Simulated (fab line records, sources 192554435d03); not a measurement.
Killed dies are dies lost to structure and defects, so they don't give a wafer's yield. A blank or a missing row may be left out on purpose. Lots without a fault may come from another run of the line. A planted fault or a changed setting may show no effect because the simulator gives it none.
fab line records | flow n5_finfet
record lots=7 wafers=39
route steps=1938 shown BEOL_M11@1578 BEOL_M13@1673 MIM_BOT@1833
start_h: hours from the record's first day to the start of the lot's first wafer shown | wait_h: hours since the lot's step before | " the same as in the row above | L1.1+2: a row that stands for several wafers | - no value, or no start given | * or withheld: withheld | < > ~ a bound
route shown NAME@n: a module of which the file shows steps, and the number in the route of the first | usual: mean/standard deviation of fault-free wafers | same: alike in all rows | chamber/n: place in a boat | sites: the reading at each site | _std_site: their standard deviation | _edge_site: outer sites' mean less inner sites' | radius_mm: how far each site lies from the wafer's centre | mask NAME#n: copy n | behind: the tool/chamber that last shaped the wafer | hold: why the lot was held/for how many hours/how that ended | device: the transistor (n, p or np) that didn't switch | end of line: the same wafers' tests at the end of the route | a step without rows: its recipe alone | killed: dies lost to structure and defects at the first sort, not the wafer's yield | map: a wafer's dies, x killed, . not, _ none there
set.NAME: the setting as run; set.NAME@STEP: as run at that earlier step | model.NAME: the simulator's own value behind a step, which no gauge read
lots whose settings were changed on purpose; a table a step, a row a wafer
## steps
# step N5_BEOL_M11_TRENCH_ETCH_37
# recipe chemistry=C4F6/O2 target_depth_a=1488.3 target=SiCOH_lowk time_s=48 ion_energy_ev=250 pressure_mtorr=30 source_w=345 bias_w=185 Ar_flow_sccm=300 C4F6_flow_sccm=10 O2_flow_sccm=10
# columns lot.wafer tool chamber start_h wait_h set.time_s model.etch.depth_nm model.BEOL_M11.feature_depth_nm model.TiN_of_BEOL_M11_HM_DEP_02.thk_nm
L074.1 rie_diel-02 1 - - 48 145.8 145.8 15.6
L074.2 " 3 " " 28.94 86.3 86.4 17.4
L074.3 " 2 " " 28.94 87.02 87 17
L074.4 " 1 " " 28.94 88.62 88.6 17
L074.5 " 3 " " 48 143.6 143.6 15.6
L074.6 " 2 " " 48 144.4 144.4 15.4
L080.1 rie_diel-03 1 - - 48 149.7 149.6 15.6
L080.2 " 0 " " 25.35 78.92 79 17.8
L080.3 " 3 " " 48 149.4 149.4 16
L080.4 " 2 " " 48 147.6 147.6 16.2
L080.5 " 3 " " 25.35 78.64 78.6 17.6
L080.6 " 2 " " 25.35 78.62 78.6 18
L085.1 rie_diel-05 3 - - 48 148.1 148.2 16
L085.2 " 1 " " 48 152.6 152.6 15.4
L085.3 " 2 " " 48 152.1 152 15.6
L088.1 rie_diel-02 1 - - 19.85 59.67 59.6 18
L088.2 " 3 " " 48 143.9 143.8 15
L088.3 " 2 " " 19.85 58.69 58.6 17.8
L088.4 " 3 " " 48 143.6 143.6 15.4
L088.5 " 2 " " 19.85 59.11 59.2 17.4
L088.6 " 1 " " 48 144.4 144.4 15.6
L087.1 rie_diel-05 0 - - 48 146.6 146.6 15.8
L087.2 " 1 " " 48 151.3 151.4 16.2
L087.3 " 2 " " 40.43 127.5 127.4 16.8
L087.4 " 3 " " 40.43 124.7 124.6 16.8
L087.5 " 2 " " 40.43 127.8 127.8 16.8
L087.6 " 1 " " 48 151 151 15.6
L089.1 rie_diel-05 3 - - 48 145.8 145.8 16
L089.2 " 1 " " 48 151.8 151.8 15.6
L089.3 " 2 " " 48 149.4 149.4 15.6
L089.4 " 0 " " 56.19 172.6 172.6 14.8
L089.5 " 0 " " 56.19 171.6 171.6 14.8
L089.6 " 1 " " 56.19 175.4 175.4 15
L093.1 rie_diel-02 0 - - 48 152.4 152.4 15.6
L093.2 " 2 " " 68.8 202.8 202.8 14.4
L093.3 " 1 " " 68.8 207.4 207.4 14.4
L093.4 " 0 " " 68.8 217 217 14.2
L093.5 " 1 " " 48 144.8 144.8 16
L093.6 " 2 " " 48 142.6 142.6 16
# step N5_BEOL_M11_ETCH_41
# recipe chemistry=CH3F/O2 target=SiCN target_depth_a=426 taper_deg=2 time_s=86 ion_energy_ev=120 mask_material=TiN pressure_mtorr=30 source_w=395 bias_w=75 Ar_flow_sccm=150 CH3F_flow_sccm=30 O2_flow_sccm=20
# step N5_BEOL_M11_STRIP_77
# recipe chemistry=N2/H2 time_s=10 power_w=450 temp_c=40 pressure_mtorr=20 rf_frequency_hz=6e+07 bias_power_w=7 n2_flow_sccm=200 h2_flow_sccm=200
# step N5_BEOL_M11_OCD_MEAS_38
# usual trench_depth_nm=148/3.2
# columns lot.wafer tool chamber start_h wait_h set.time_s@BEOL_M11_TRENCH_ETCH_37 trench_depth_nm
L074.1 ocd-01 - 252.99 - 48 146
L074.2 " - " " 28.94 87
L074.3 " - " " 28.94 87
L074.4 " - " " 28.94 88
L074.5 " - " " 48 143
L074.6 " - " " 48 144
L080.1 ocd-01 - 303.36 - 48 150
L080.2 " - " " 25.35 79
L080.3 " - " " 48 149
L080.4 " - " " 48 148
L080.5 " - " " 25.35 79
L080.6 " - " " 25.35 79
L085.1 ocd-01 - 357.47 - 48 148
L085.2 " - " " 48 153
L085.3 " - " " 48 152
L088.1 ocd-02 - 357.90 - 19.85 59
L088.2 " - " " 48 144
L088.3 " - " " 19.85 59
L088.4 " - " " 48 144
L088.5 " - " " 19.85 59
L088.6 " - " " 48 144
L087.1 ocd-01 - 367.69 - 48 146
L087.2 " - " " 48 152
L087.3 " - " " 40.43 128
L087.4 " - " " 40.43 126
L087.5 " - " " 40.43 128
L087.6 " - " " 48 150
L089.1 ocd-02 - 370.73 - 48 145
L089.2 " - " " 48 152
L089.3 " - " " 48 150
L089.4 " - " " 56.19 172
L089.5 " - " " 56.19 172
L089.6 " - " " 56.19 175
L093.1 ocd-01 - 389.19 - 48 152
L093.2 " - " " 68.8 203
L093.3 " - " " 68.8 208
L093.4 " - " " 68.8 217
L093.5 " - " " 48 145
L093.6 " - " " 48 142
# step N5_BEOL_M11_HM_STRIP_39
# recipe chemistry=peroxide_tin_strip material=TiN target_depth_a=250 temp_c=50 time_s=158
# step N5_BEOL_M11_SRD_40
# recipe time_s=30 temp_c=23 rinse_liquid=diw dry=ipa_marangoni
# step N5_BEOL_M11_ECD_50
# recipe material=Cu target_thk_a=3180
# step N5_BEOL_M11_ANNEAL_51
# recipe temp_c=225 time_s=90 ambient=N2
# step N5_BEOL_M11_CMP_52
# recipe stop_on=SiCOH_lowk t_overpolish_s=7 down_force_psi=1 platen_rpm=50 clearing_platen_down_force_psi=1.5 clearing_platen_rpm=50 post_cmp_clean=cu_alkaline target_thk_nm=140 clearing_platen_pad_velocity_m_s=0.99484 pad_velocity_m_s=0.99484
# columns lot.wafer tool chamber start_h wait_h set.time_s@BEOL_M11_TRENCH_ETCH_37 model.Cu_of_BEOL_M11_ECD_50.thk_nm
L074.4 cmp-01 2 256.81 0.2 28.94 81.2
L074.2 " 3 " " 28.94 78
L074.3 " 0 " " 28.94 79.2
L074.1 " 1 " " 48 137.8
L074.5 " 2 " " 48 134.8
L074.6 " 3 " " 48 137.4
L080.2 cmp-02 3 306.22 0.4 25.35 67.6
L080.4 " 0 " " 48 138
L080.1 " 1 " " 48 141.2
L080.3 " 2 " " 48 142.2
L080.5 " 3 " " 25.35 68.4
L080.6 " 0 " " 25.35 69.6
L085.1 cmp-03 1 359.63 0.3 48 139
L085.2 " 3 " " 48 143
L085.3 " 0 " " 48 143.6
L088.4+2 cmp-01 1,0 361.05 0.1 48 135.2
L088.3+5 " 2 " " 19.85 50
L088.1 " 3 " " 19.85 51
L088.6 " 1 " " 48 136.4
L087.1 cmp-01 2 370.13 0.3 48 137
L087.4 " 3 " " 40.43 116.2
L087.2 " 0 " " 48 143.4
L087.3 " 1 " " 40.43 118.4
L087.6 " 2 " " 48 140.8
L087.5 " 3 " " 40.43 118.8
L089.1 cmp-01 0 373.20 0.3 48 137.4
L089.4 " 1 " " 56.19 163.6
L089.2 " 2 " " 48 142
L089.3 " 3 " " 48 139.8
L089.6 " 0 " " 56.19 166.2
L089.5 " 1 " " 56.19 162.4
L093.3 cmp-02 2 391.57 0.2 68.8 200
L093.4 " 3 " " 68.8 207.2
L093.2 " 0 " " 68.8 193.6
L093.1 " 1 " " 48 143.4
L093.5 " 2 " " 48 137.2
L093.6 " 3 " " 48 132.6
# step N5_BEOL_M11_THK_MEAS_53
# recipe thk_meas_gauge=xrf reads=Cu_of_BEOL_M11_ECD_50
# usual M11_THK=137/3.4
# columns lot.wafer tool chamber start_h wait_h set.time_s@BEOL_M11_TRENCH_ETCH_37 M11_THK[nm]
L074.1 film_metro-01 - 257.11 - 48 135
L074.2 " - " " 28.94 77
L074.3 " - " " 28.94 78
L074.4 " - " " 28.94 80
L074.5 " - " " 48 132
L074.6 " - " " 48 135
L080.1 film_metro-01 - 306.51 - 48 137
L080.2 " - " " 25.35 66
L080.3 " - " " 48 138
L080.4 " - " " 48 134
L080.5 " - " " 25.35 67
L080.6 " - " " 25.35 68
L085.1 film_metro-02 - 359.93 - 48 137
L085.2 " - " " 48 141
L085.3 " - " " 48 142
L088.1 film_metro-01 - 361.34 - 19.85 50
L088.2 " - " " 48 132
L088.3 " - " " 19.85 49
L088.4 " - " " 48 132
L088.5 " - " " 19.85 49
L088.6 " - " " 48 133
L087.1 film_metro-02 - 370.42 - 48 137
L087.2 " - " " 48 144
L087.3 " - " " 40.43 118
L087.4 " - " " 40.43 116
L087.5 " - " " 40.43 119
L087.6 " - " " 48 141
L089.1 film_metro-02 - 373.49 - 48 137
L089.2 " - " " 48 140
L089.3 " - " " 48 139
L089.4 " - " " 56.19 162
L089.5 " - " " 56.19 162
L089.6 " - " " 56.19 166
L093.1 film_metro-02 - 391.86 - 48 144
L093.2 " - " " 68.8 193
L093.3 " - " " 68.8 199
L093.4 " - " " 68.8 206
L093.5 " - " " 48 137
L093.6 " - " " 48 132
# step N5_BEOL_M11_PRE_CLEAN_55
# recipe gas=NH3 time_s=15 temp_c=withheld rf_power_w=300
# step N5_BEOL_M11_DEP_56
# recipe material=SiCN target_thk_a=300 temp_c=withheld precursor=3MS/NH3 pressure_torr=3 rf_w=675 time_s=10.5
# step N5_BEOL_M11_RS_MEAS_57
# recipe thk_meas_gauge=four-point-probe reads=Cu_of_BEOL_M11_ECD_50+Co_of_BEOL_M11_CVD_75+TaN_of_BEOL_M11_ALD_74
# usual M11_RS=0.153/0.0035
# columns lot.wafer tool chamber start_h wait_h set.time_s@BEOL_M11_TRENCH_ETCH_37 M11_RS[ohm/sq]
L074.1 film_metro-01 - 257.23 0.0 48 0.154
L074.2 " - " " 28.94 0.293
L074.3 " - " " 28.94 0.289
L074.4 " - " " 28.94 0.281
L074.5 " - " " 48 0.158
L074.6 " - " " 48 0.154
L080.1 film_metro-01 - 306.64 0.0 48 0.150
L080.2 " - " " 25.35 0.348
L080.3 " - " " 48 0.148
L080.4 " - " " 48 0.153
L080.5 " - " " 25.35 0.343
L080.6 " - " " 25.35 0.336
L085.1 film_metro-01 - 360.08 0.1 48 0.152
L085.2 " - " " 48 0.147
L085.3 " - " " 48 0.147
L088.1 film_metro-01 - 361.47 0.0 19.85 0.491
L088.2 " - " " 48 0.157
L088.3 " - " " 19.85 0.502
L088.4 " - " " 48 0.157
L088.5 " - " " 19.85 0.504
L088.6 " - " " 48 0.155
L087.1 film_metro-02 - 370.55 0.0 48 0.155
L087.2 " - " " 48 0.148
L087.3 " - " " 40.43 0.182
L087.4 " - " " 40.43 0.186
L087.5 " - " " 40.43 0.182
L087.6 " - " " 48 0.150
L089.1 film_metro-01 - 373.62 0.0 48 0.154
L089.2 " - " " 48 0.148
L089.3 " - " " 48 0.151
L089.4 " - " " 56.19 0.127
L089.5 " - " " 56.19 0.129
L089.6 " - " " 56.19 0.125
L093.1 film_metro-02 - 391.99 0.0 48 0.147
L093.2 " - " " 68.8 0.106
L093.3 " - " " 68.8 0.103
L093.4 " - " " 68.8 0.099
L093.5 " - " " 48 0.155
L093.6 " - " " 48 0.161
# step N5_BEOL_M13_ETCH_59
# recipe chemistry=N2/H2 target=BARC target_depth_a=890 overetch_a=267 time_s=67.9 ion_energy_ev=200 pressure_mtorr=30 source_w=840 bias_w=150 n2_flow_sccm=200 h2_flow_sccm=200
# columns lot.wafer tool chamber start_h wait_h set.time_s model.etch.depth_nm model.coat_of_BEOL_M13_COAT_04.thk_nm
L074.1 rie_diel-03 1 264.81 0.0 96.55 88.92 287.4
L074.2 " 0 " " 67.9 89.01 317
L074.3 " 2 " " 96.55 88.78 291.4
L074.4 " 3 " " 67.9 89.02 317.4
L074.5 " 0 " " 96.55 88.62 288
L074.6 " 1 " " 67.9 88.86 315.6
L080.1 rie_diel-03 3 312.35 0.0 67.9 88.9 316
L080.2 " 0 " " 67.9 88.99 315.4
L080.3 " 1 " " 67.9 88.83 314.2
L080.4 " 2 " " 67.9 88.85 315.2
L080.5 " 3 " " 67.9 88.83 315.8
L080.6 " 0 " " 67.9 88.99 315.2
L085.1 rie_diel-02 3 365.63 0.0 67.9 88.99 321.8
L085.2 " 1 " " 67.9 88.95 321.6
L085.3 " 2 " " 67.9 89 324.4
L088.1 rie_diel-03 2 366.32 0.0 67.9 88.85 317.6
L088.2 " 1 " " 67.9 89.28 316.6
L088.3 " 3 " " 98.14 89.01 288.8
L088.4 " 2 " " 98.14 89.14 289.2
L088.5 " 1 " " 98.14 89.05 286
L088.6 " 3 " " 67.9 89.03 318.2
L087.1 rie_diel-03 3 378.84 0.0 67.9 89.16 319.8
L087.2 " 2 " " 36.74 60.82 348
L087.3 " 1 " " 67.9 88.91 318.6
L087.4 " 0 " " 36.74 64.11 347.6
L087.5 " 0 " " 36.74 64.11 347.2
L087.6 " 3 " " 67.9 88.99 320
L089.1 rie_diel-03 2 381.19 0.0 51.2 86.23 333.4
L089.2 " 3 " " 51.2 86.51 336.8
L089.3 " 0 " " 67.9 89.34 317
L089.4 " 1 " " 67.9 89.32 317.8
L089.5 " 1 " " 51.2 89.33 333.4
L089.6 " 2 " " 67.9 89.45 321
L093.1 rie_diel-02 1 397.08 0.0 67.9 88.86 319.2
L093.2 " 2 " " 67.9 88.88 322.6
L093.3 " 0 " " 67.9 88.96 315.6
L093.4 " 1 " " 67.9 88.73 318.8
L093.5 " 2 " " 67.9 88.79 321
L093.6 " 0 " " 67.9 88.93 315
# step N5_BEOL_M13_VIA_ETCH_16
# recipe chemistry=C4F8/O2/Ar target=SiOC pressure_mtorr=30 source_w=3000 bias_w=700 Ar_flow_sccm=400 C4F8_flow_sccm=15 O2_flow_sccm=8 he_inner_torr=15 he_outer_torr=30 target_depth_a=9217 time_s=withheld ion_energy_ev=250 ends=cleared
# columns lot.wafer tool chamber start_h wait_h set.time_s@BEOL_M13_ETCH_59 model.coat_of_BEOL_M13_COAT_04.thk_nm
L074.1 rie_diel-03 1 264.86 0.0 * 43.6
L074.2+4 " 0,3 " " * 70.2
L074.3 " 2 " " * 43.4
L074.5 " 0 " " * 36.4
L074.6 " 1 " " * 66.2
L080.1 rie_diel-03 3 312.40 0.0 * 72.4
L080.2+5 " 0,3 " " * 70.4
L080.3 " 1 " " * 70
L080.4 " 2 " " * 63.6
L080.6 " 0 " " * 66
L085.1 rie_diel-02 3 365.68 0.0 * 78.8
L085.2 " 1 " " * 77.2
L085.3 " 2 " " * 80.6
L088.1 rie_diel-03 2 366.37 0.0 * 75.8
L088.2 " 1 " " * 73.4
L088.3 " 3 " " * 41
L088.4 " 2 " " * 41.4
L088.5 " 1 " " * 34.8
L088.6 " 3 " " * 70.8
L087.1 rie_diel-03 3 378.89 0.0 * 68.4
L087.2 " 2 " " * 101.2
L087.3 " 1 " " * 66
L087.4 " 0 " " * 96
L087.5 " 0 " " * 95
L087.6 " 3 " " * 68
L089.1 rie_diel-03 2 381.24 0.0 * 88.8
L089.2 " 3 " " * 88
L089.3+4 " 0,1 " " * 69.8
L089.5 " 1 " " * 80.6
L089.6 " 2 " " * 69.4
L093.1 rie_diel-02 1 397.13 0.0 * 77.6
L093.2 " 2 " " * 77.8
L093.3 " 0 " " * 74.8
L093.4 " 1 " " * 71.4
L093.5 " 2 " " * 75.2
L093.6 " 0 " " * 67.6
# step N5_BEOL_M13_STRIP_63
# recipe chemistry=N2/H2 power_w=1000 temp_c=250 h2_frac=0.65 overash_fraction=0.3 pressure_mtorr=1000 n2_flow_sccm=1750 h2_flow_sccm=3250
# usual strip_time_to_endpoint_s=27.7/1.1
# columns lot.wafer tool chamber start_h wait_h set.time_s@BEOL_M13_ETCH_59 strip_time_to_endpoint_s
L074.1 plasma_asher-01 0 265.10 - 96.55 19.6
L074.2 " 1 " " 67.9 27.7
L074.3 " 1 " " 96.55 19.5
L074.4 " 0 " " 67.9 27.7
L074.5 " 0 " " 96.55 17.2
L074.6 " 1 " " 67.9 26.6
L080.1 plasma_asher-01 0 312.64 - 67.9 28.4
L080.2 " 1 " " 67.9 27.8
L080.3 " 1 " " 67.9 27.7
L080.4 " 0 " " 67.9 25.7
L080.5 " 0 " " 67.9 27.7
L080.6 " 1 " " 67.9 26.5
L085.1 plasma_asher-01 0 365.92 - 67.9 30.2
L085.2 " 1 " " 67.9 29.7
L085.3 " 1 " " 67.9 30.7
L088.1 plasma_asher-02 1 366.61 - 67.9 29.3
L088.2 " 0 " " 67.9 28.7
L088.3 " 1 " " 98.14 18.7
L088.4 " 0 " " 98.14 18.8
L088.5 " 0 " " 98.14 16.7
L088.6 " 1 " " 67.9 27.9
L087.1 plasma_asher-01 0 379.13 - 67.9 27.2
L087.2 " 1 " " 36.74 36.5
L087.3 " 1 " " 67.9 26.5
L087.4 " 0 " " 36.74 35.1
L087.5 " 1 " " 36.74 34.8
L087.6 " 0 " " 67.9 27.1
L089.1 plasma_asher-01 0 381.48 - 51.2 33.1
L089.2 " 1 " " 51.2 32.8
L089.3 " 1 " " 67.9 27.6
L089.4 " 0 " " 67.9 27.6
L089.5 " 0 " " 51.2 30.7
L089.6 " 1 " " 67.9 27.5
L093.1 plasma_asher-01 1 397.37 - 67.9 29.9
L093.2 " 0 " " 67.9 29.9
L093.3 " 0 " " 67.9 29.1
L093.4 " 1 " " 67.9 28.1
L093.5 " 0 " " 67.9 29.2
L093.6 " 1 " " 67.9 27.0
# step N5_BEOL_M13_STRIP_64
# recipe chemistry=N2/H2 power_w=1000 temp_c=250 h2_frac=0.65 overash_fraction=0.3 pressure_mtorr=withheld n2_flow_sccm=1750 h2_flow_sccm=3250
# step N5_BEOL_M13_STRIP_71
# recipe chemistry=post_etch_residue_remover time_s=60 temp_c=25 remover_ph=withheld remover_water_wt_pct=withheld remover_fluoride_wt_pct=withheld
# step N5_BEOL_M13_SRD_72
# recipe time_s=30 temp_c=23 rinse_liquid=diw dry=n2_spin spin_rpm=1500 dry_time_s=30
# step N5_BEOL_M13_CD_MEAS_17
# recipe target_cd_nm=190 polarity=opening
# usual cd_nm=190.1/1.6
# columns lot.wafer tool chamber start_h wait_h set.time_s@BEOL_M13_ETCH_59 cd_nm
L074.1 cd_sem-01 - 265.30 0.0 96.55 198.5
L074.2 " - " " 67.9 191.1
L074.3 " - " " 96.55 199.1
L074.4 " - " " 67.9 192.2
L074.5 " - " " 96.55 196.5
L074.6 " - " " 67.9 193.4
L080.1 cd_sem-02 - 312.86 0.0 67.9 191.0
L080.2 " - " " 67.9 190.0
L080.3 " - " " 67.9 192.2
L080.4 " - " " 67.9 191.3
L080.5 " - " " 67.9 189.8
L080.6 " - " " 67.9 191.3
L085.1 cd_sem-01 - 366.13 0.0 67.9 191.5
L085.2 " - " " 67.9 189.1
L085.3 " - " " 67.9 190.3
L088.1 cd_sem-02 - 366.81 0.0 67.9 192.6
L088.2 " - " " 67.9 192.0
L088.3 " - " " 98.14 197.4
L088.4 " - " " 98.14 197.3
L088.5 " - " " 98.14 198.2
L088.6 " - " " 67.9 192.1
L087.1 cd_sem-02 - 379.34 0.0 67.9 192.4
L087.2 " - " " 36.74 184.5
L087.3 " - " " 67.9 190.4
L087.4 " - " " 36.74 185.0
L087.5 " - " " 36.74 184.3
L087.6 " - " " 67.9 189.3
L089.1 cd_sem-02 - 381.68 0.0 51.2 187.1
L089.2 " - " " 51.2 185.9
L089.3 " - " " 67.9 189.7
L089.4 " - " " 67.9 190.0
L089.5 " - " " 51.2 187.5
L089.6 " - " " 67.9 190.0
L093.1 cd_sem-02 - 397.58 0.0 67.9 190.3
L093.2 " - " " 67.9 190.9
L093.3 " - " " 67.9 192.4
L093.4 " - " " 67.9 189.4
L093.5 " - " " 67.9 189.8
L093.6 " - " " 67.9 192.2
# step N5_MIM_BOT_SPUTTER_00
# recipe material=TiN target_thk_a=350 temp_c=200 power_w=3000 chamber_pressure_pa=0.49996 gas=Ar reactive_partial_pa=0.37997 time_s=89.7
# columns lot.wafer tool chamber start_h wait_h set.time_s model.TiN_of_MIM_BOT_SPUTTER_00.thk_nm
L074.1 pvd_sputter-01 - 282.81 0.0 89.7 35.2
L074.2 " - " " 49.67 19.4
L074.3 " - " " 89.7 35.6
L074.4 " - " " 89.7 35
L074.5 " - " " 49.67 19.8
L074.6 " - " " 49.67 19.6
L080.1+4 pvd_sputter-01 - 334.87 0.0 41.22 16.2
L080.2 " - " " 89.7 35
L080.3 " - " " 89.7 34.6
L080.5 " - " " 89.7 34.8
L080.6 " - " " 41.22 16
L085.1 pvd_sputter-01 - 385.49 0.0 89.7 34.8
L085.2 " - " " 89.7 35.2
L085.3 " - " " 89.7 35.4
L088.1 pvd_sputter-01 - 388.67 0.0 89.7 35
L088.2+6 " - " " 89.7 35.6
L088.3+5 " - " " 89.7 35.2
L088.4 " - " " 89.7 35.4
L087.1+3+4 pvd_sputter-03 - 398.53 0.0 89.7 35.2
L087.2+5 " - " " 89.7 34.8
L087.6 " - " " 89.7 35
L089.1 pvd_sputter-03 - 404.09 0.0 89.7 35.8
L089.2+5 " - " " 89.7 35.6
L089.3+4+6 " - " " 89.7 35.4
L093.1+3+6 pvd_sputter-02 - 417.24 0.0 89.7 34.6
L093.2 " - " " 89.7 34.2
L093.4 " - " " 89.7 34.8
L093.5 " - " " 89.7 34.4
## key
split step=N5_BEOL_M11_TRENCH_ETCH_37 setting=time_s stated=48 by=wafer
response step=N5_BEOL_M11_TRENCH_ETCH_37 reading=model.etch.depth_nm change=+1.45 per=1% r=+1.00
response step=N5_BEOL_M11_TRENCH_ETCH_37 reading=model.BEOL_M11.feature_depth_nm change=+1.45 per=1% r=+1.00
response step=N5_BEOL_M11_TRENCH_ETCH_37 reading=model.TiN_of_BEOL_M11_HM_DEP_02.thk_nm change=-0.0402 per=1% r=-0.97
response step=N5_BEOL_M11_OCD_MEAS_38 reading=trench_depth_nm change=+1.45 per=1% r=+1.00
response step=N5_BEOL_M11_CMP_52 reading=model.Cu_of_BEOL_M11_ECD_50.thk_nm change=+1.46 per=1% r=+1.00
response step=N5_BEOL_M11_THK_MEAS_53 reading=M11_THK change=+1.44 per=1% r=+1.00
response step=N5_BEOL_M11_RS_MEAS_57 reading=M11_RS change=-0.00389 per=1% r=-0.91
split step=N5_BEOL_M13_ETCH_59 setting=time_s stated=67.9 by=wafer
response step=N5_BEOL_M13_ETCH_59 reading=model.etch.depth_nm shape=bent at_lowest=63.01 at_stated=88.99 at_highest=89.07
response step=N5_BEOL_M13_ETCH_59 reading=model.coat_of_BEOL_M13_COAT_04.thk_nm change=-0.643 per=1% r=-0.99
response step=N5_BEOL_M13_VIA_ETCH_16 reading=model.coat_of_BEOL_M13_COAT_04.thk_nm change=-0.69 per=1% r=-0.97
response step=N5_BEOL_M13_STRIP_63 reading=strip_time_to_endpoint_s change=* per=1% r=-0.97
response step=N5_BEOL_M13_CD_MEAS_17 reading=cd_nm change=+0.129 per=1% r=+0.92
split step=N5_MIM_BOT_SPUTTER_00 setting=time_s stated=89.7 by=wafer
response step=N5_MIM_BOT_SPUTTER_00 reading=model.TiN_of_MIM_BOT_SPUTTER_00.thk_nm change=+0.348 per=1% r=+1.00
